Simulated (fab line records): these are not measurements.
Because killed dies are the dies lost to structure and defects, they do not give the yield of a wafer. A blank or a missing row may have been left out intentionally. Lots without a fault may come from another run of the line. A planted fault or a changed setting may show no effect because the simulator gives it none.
Matching of chambers | flow n5_finfet | N5_FIN_CUT_ETCH_30 on rie_diel-03: 4 sister chambers
The step etches underlayer in N2/H2, target depth 13 nm, time 10.4 s. 8 wafers are shown with their chamber, then 7 later ones without.

## WAFERS, EACH WITH ITS CHAMBER
wafer  | chamber | drypump_motor_current_A (A) | throttle_valve_pct (%)
L076.5 | 3       | 5.7                         | 18.05
L081.5 | 0       | 6.1                         | 17.57
L087.4 | 3       | 5.7                         | 18.07
L087.5 | 1       | 6.3                         | 18.23
L089.1 | 1       | 6.4                         | 18.22
L089.6 | 2       | 5.0                         | 17.89
L090.2 | 2       | 5.0                         | 17.90
L090.4 | 0       | 6.0                         | 17.59

## WAFERS MISSING THEIR CHAMBER
wafer  | drypump_motor_current_A (A) | throttle_valve_pct (%)
L090.5 | 6.0                         | 17.59
L091.2 | 5.0                         | 17.87
L091.5 | 6.3                         | 18.24
L091.6 | 6.1                         | 17.58
L095.1 | 6.3                         | 18.27
L095.3 | 6.1                         | 17.61
L095.4 | 6.3                         | 18.26

## EACH ONE'S CHAMBER
wafer  | from the rows above | in truth
L090.5 | 0                   | 0
L091.2 | 2                   | 2
L091.5 | 1                   | 1
L091.6 | 0                   | 0
L095.1 | 1                   | 1
L095.3 | 0                   | 0
L095.4 | 1                   | 1
7 of 7 placed correctly. Left unplaced by these rows: 0. 0 placed wrongly.
How it was worked out, from the rows above alone: a wafer's distance from a chamber is the root of the sum, over the readings, of the square of ((its reading less the chamber's mean) divided by the reading's scatter). If the next closest chamber is less than 2 further off than the closest, the wafer can't be placed; otherwise it belongs to the closest. The mean given for a chamber averages the wafers shown for that chamber. The scatter: take each reading less its chamber's mean, square it, sum over the shown wafers, divide by the number of wafers less the number of chambers, and take the root.
